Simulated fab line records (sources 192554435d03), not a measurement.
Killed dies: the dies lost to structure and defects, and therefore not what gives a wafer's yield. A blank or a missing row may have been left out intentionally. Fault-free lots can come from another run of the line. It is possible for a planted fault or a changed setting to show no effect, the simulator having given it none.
fab line records | flow n5-finfet
[record] lots = 7 wafers = 39
route steps=1938 shown WELL_APT@47 FIN_SAQP@130 DUMMY_GATE@237
start-h: start of the lot's first displayed wafer, in hours after the record's first day | wait-h: hours from the lot's prior step to this one | " unchanged from the row above | L1.1+2: one row covering several wafers at once | - value missing, or start not given | * or withheld: withheld | < > ~ a bound
route shown NAME@n: a module of which the file shows steps, and the number in the route of the first | usual: mean/standard deviation taken from wafers without a fault | same: alike in all rows | chamber/n: place in a boat | sites: each site's reading | _std_site: the standard deviation of these | _edge_site: outer sites' mean less inner sites' | radius-mm: how far each site lies from the wafer's centre | mask NAME#n: copy n | behind: the last tool/chamber to shape the wafer | hold: why the lot was held/for how many hours/how that ended | device: transistor that didn't switch, given as n, p or np | end of line: tests run on the same wafers once the route is complete | for a step that has no rows: nothing shown but its recipe | killed: the dies lost at the first sort to structure and to defects; this is not the yield of the wafer | map: shows each die of a wafer: x if killed, . if not, _ if none is there
set.NAME: the setting that was run; set.NAME@STEP: the one run at that earlier step | model.NAME: the simulator's own value behind a step, which no gauge read
lots whose settings were changed on purpose; a table a step, a row a wafer
[[steps]]
[step N5_WELL_APT_IMPLANT_31]
[recipe] species = B energy-kev = 60 dose-cm2 = 1.5e+13 tilt-deg = 0 rotation-deg = 0
// columns lot.wafer tool chamber start-h wait-h set.energy-kev model.implant.rp-nm model.implant.drp-nm
L076.2+3+4 implanter-01 0 27.06 0.1 60 188.1 64.53
L078.1+3+6 implanter-01 0 39.19 0.1 60 194.3 64.53
L078.2+4+5 " 0 " " 54.26 177.2 61.13
L082.1+2+5 implanter-01 0 63.16 0.1 66.63 229 68.12
L082.3+4+6 " 0 " " 60 196.6 64.53
L086.1+5+6 implanter-02 0 87.24 0.1 60 188.2 64.53
L086.2+3+4 " 0 " " 66.41 218.1 68.01
L089.1+4+6 implanter-01 0 105.00 0.1 65.78 217.8 67.68
L089.2+3+5 " 0 " " 60 190.9 64.53
L091.1+3+5 implanter-01 0 117.11 0.1 60 187.6 64.53
L091.2+4+6 " 0 " " 65.41 212 67.48
L092.1+3+5 implanter-02 0 123.77 0.1 54.26 172.9 61.13
L092.2+4+6 " 0 " " 60 189.7 64.53
[step N5_FIN_SAQP_ETCH_65]
[recipe] chemistry = CF4 target = SiO2 target-depth-a = 40 ion-energy-ev = 350 time-s = 4.4 pressure-mtorr = 10 icp-w = 800 bias-w = 400 cf4-flow-sccm = 80
// columns lot.wafer tool chamber start-h wait-h set.time-s model.etch.depth-nm
L076.2 rie-si-02 1 36.82 0.1 4.4 3.908
L076.3 " 0 " " 4.4 4.033
L076.4 " 2 " " 4.4 4
L078.1 rie-si-01 0 48.35 0.1 4.4 3.928
L078.2 " 2 " " 4.4 3.884
L078.3 " 3 " " 4.931 4.444
L078.4 " 1 " " 4.931 4.345
L078.5 " 2 " " 4.931 4.327
L078.6 " 3 " " 4.4 3.983
L082.1 rie-si-04 0 72.88 0.1 3.49 3.126
L082.2 " 1 " " 3.49 3.021
L082.3 " 3 " " 3.49 3.11
L082.4 " 2 " " 4.4 3.962
L082.5 " 0 " " 4.4 3.982
L082.6 " 1 " " 4.4 3.83
L086.1 rie-si-01 2 97.78 0.1 4.4 3.882
L086.2 " 0 " " 5.22 4.791
L086.3 " 3 " " 4.4 4.006
L086.4 " 1 " " 5.22 4.683
L086.5 " 0 " " 4.4 4.032
L086.6 " 1 " " 5.22 4.694
L089.1 rie-si-04 0 113.72 0.1 5.371 4.851
L089.2 " 1 " " 4.4 3.829
L089.3 " 3 " " 4.4 3.941
L089.4 " 2 " " 4.4 3.956
L089.5 " 1 " " 5.371 4.642
L089.6 " 0 " " 5.371 4.857
L091.1 rie-si-01 1 126.73 0.1 4.4 3.897
L091.2 " 0 " " 4.4 3.967
L091.3 " 3 " " 4.4 3.992
L091.4 " 2 " " 4.4 3.851
L091.5 " 1 " " 4.4 3.885
L091.6 " 2 " " 4.4 3.846
L092.1 rie-si-02 0 132.95 0.1 5.341 4.864
L092.2 " 1 " " 4.4 3.905
L092.3 " 2 " " 4.4 3.994
L092.4 " 3 " " 4.4 4.023
L092.5 " 0 " " 5.341 4.898
L092.6 " 1 " " 5.341 4.725
[step N5_DUMMY_GATE_ETCH_37]
[recipe] chemistry = N2/H2 target = SOC target-depth-a = 600 overetch-a = 300 temp-c = 40 ion-energy-ev = 200 pressure-mtorr = 30 source-w = 840 bias-w = 150 n2-flow-sccm = 200 h2-flow-sccm = 200
[usual] rf-vpp-V = 524.1/2.5
// columns lot.wafer tool chamber start-h wait-h set.source-w rf-vpp-V
L076.2 rie-diel-01 0 59.16 0.0 840 522.0
L076.3 " 1 " " 840 521.3
L076.4 " 2 " " 840 527.0
L078.1 rie-diel-03 3 70.16 0.0 749.5 541.3
L078.2 " 0 " " 840 525.1
L078.3 " 1 " " 749.5 547.5
L078.4 " 2 " " 840 528.0
L078.5 " 0 " " 749.5 544.3
L078.6 " 1 " " 840 526.4
L082.1 rie-diel-04 2 97.57 0.0 840 524.3
L082.2 " 1 " " 840 521.2
L082.3 " 3 " " 890.4 514.7
L082.4 " 0 " " 840 526.3
L082.5 " 0 " " 890.4 514.5
L082.6 " 1 " " 890.4 511.4
L086.1 rie-diel-01 0 122.28 0.0 840 521.4
L086.2 " 2 " " 840 526.1
L086.3 " 3 " " 840 527.5
L086.4 " 1 " " 902.9 509.1
L086.5 " 2 " " 902.9 514.2
L086.6 " 1 " " 902.9 509.3
L089.1 rie-diel-04 0 134.87 0.0 840 524.5
L089.2 " 1 " " 906.5 507.7
L089.3 " 3 " " 840 523.0
L089.4 " 3 " " 840 523.1
L089.5 " 1 " " 906.5 506.8
L089.6 " 0 " " 906.5 512.6
L091.1 rie-diel-03 1 148.19 0.0 728.3 551.6
L091.2 " 2 " " 840 525.7
L091.3 " 3 " " 728.3 546.9
L091.4 " 0 " " 728.3 549.3
L091.5 " 2 " " 840 526.6
L091.6 " 3 " " 840 522.8
L092.1 rie-diel-03 0 154.24 0.0 840 523.9
L092.2 " 1 " " 793 535.2
L092.3 " 2 " " 840 527.9
L092.4 " 3 " " 793 532.3
L092.5 " 0 " " 793 534.7
L092.6 " 1 " " 840 526.5
[step N5_DUMMY_GATE_ETCH_42]
[recipe] chemistry = CHF3/O2 target = SiO2 target-depth-a = 35 time-s = 31 ion-energy-ev = 30 bias-w = 12 pressure-mtorr = 30 source-w = 600 Ar_flow_sccm = 200 CHF3_flow_sccm = 50 O2_flow_sccm = 5
[usual] rf-vpp-V = 42.7/0.92
// columns lot.wafer tool chamber start-h wait-h set.bias-w rf-vpp-V
L076.2 rie-diel-04 1 59.93 0.0 12 43.4
L076.3 " 0 " " 12 42.8
L076.4 " 3 " " 12 42.5
L078.1 rie-diel-03 2 70.94 0.0 12 41.8
L078.2 " 1 " " 12 44.1
L078.3 " 3 " " 12 43.0
L078.4 " 0 " " 12 41.6
L078.5 " 1 " " 12 43.5
L078.6 " 0 " " 12 41.9
L082.1 rie-diel-03 0 98.64 0.0 12 42.0
L082.2 " 3 " " 14.03 48.9
L082.3 " 2 " " 14.03 46.7
L082.4 " 1 " " 12 43.9
L082.5 " 1 " " 14.03 48.3
L082.6 " 2 " " 12 44.1
L086.1 rie-diel-03 2 123.51 0.3 12 43.6
L086.2 " 3 " " 12.76 45.9
L086.3 " 1 " " 12 44.2
L086.4 " 0 " " 12.76 43.9
L086.5 " 1 " " 12.76 45.2
L086.6 " 2 " " 12 42.0
L089.1 rie-diel-01 0 135.84 0.2 12 43.6
L089.2 " 1 " " 12 41.6
L089.3 " 2 " " 11.01 40.1
L089.4 " 3 " " 12 43.3
L089.5 " 0 " " 11.01 40.5
L089.6 " 3 " " 11.01 40.2
L091.1 rie-diel-01 0 148.97 0.0 12 43.6
L091.2 " 1 " " 12 42.1
L091.3 " 3 " " 14.08 47.5
L091.4 " 2 " " 12 43.2
L091.5 " 3 " " 14.08 48.1
L091.6 " 0 " " 14.08 46.5
L092.1 rie-diel-01 1 155.08 0.1 12.67 43.8
L092.2 " 0 " " 12.67 45.4
L092.3 " 3 " " 12 42.5
L092.4 " 2 " " 12.67 43.4
L092.5 " 0 " " 12 41.7
L092.6 " 3 " " 12 44.3
[[key]]
[split] step = N5_WELL_APT_IMPLANT_31 setting = energy-kev stated = 60 by = wafer
[response] step = N5_WELL_APT_IMPLANT_31 reading = model.implant.rp-nm change = +2.5 per = 1% r = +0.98
[response] step = N5_WELL_APT_IMPLANT_31 reading = model.implant.drp-nm change = +0.335 per = 1% r = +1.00
[split] step = N5_FIN_SAQP_ETCH_65 setting = time-s stated = 4.4 by = wafer
[response] step = N5_FIN_SAQP_ETCH_65 reading = model.etch.depth-nm change = +0.0398 per = 1% r = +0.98
[split] step = N5_DUMMY_GATE_ETCH_37 setting = source-w stated = 840 by = wafer
[response] step = N5_DUMMY_GATE_ETCH_37 reading = rf-vpp-V change = -1.76 per = 1% r = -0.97
[split] step = N5_DUMMY_GATE_ETCH_42 setting = bias-w stated = 12 by = wafer
[response] step = N5_DUMMY_GATE_ETCH_42 reading = rf-vpp-V change = +0.267 per = 1% r = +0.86
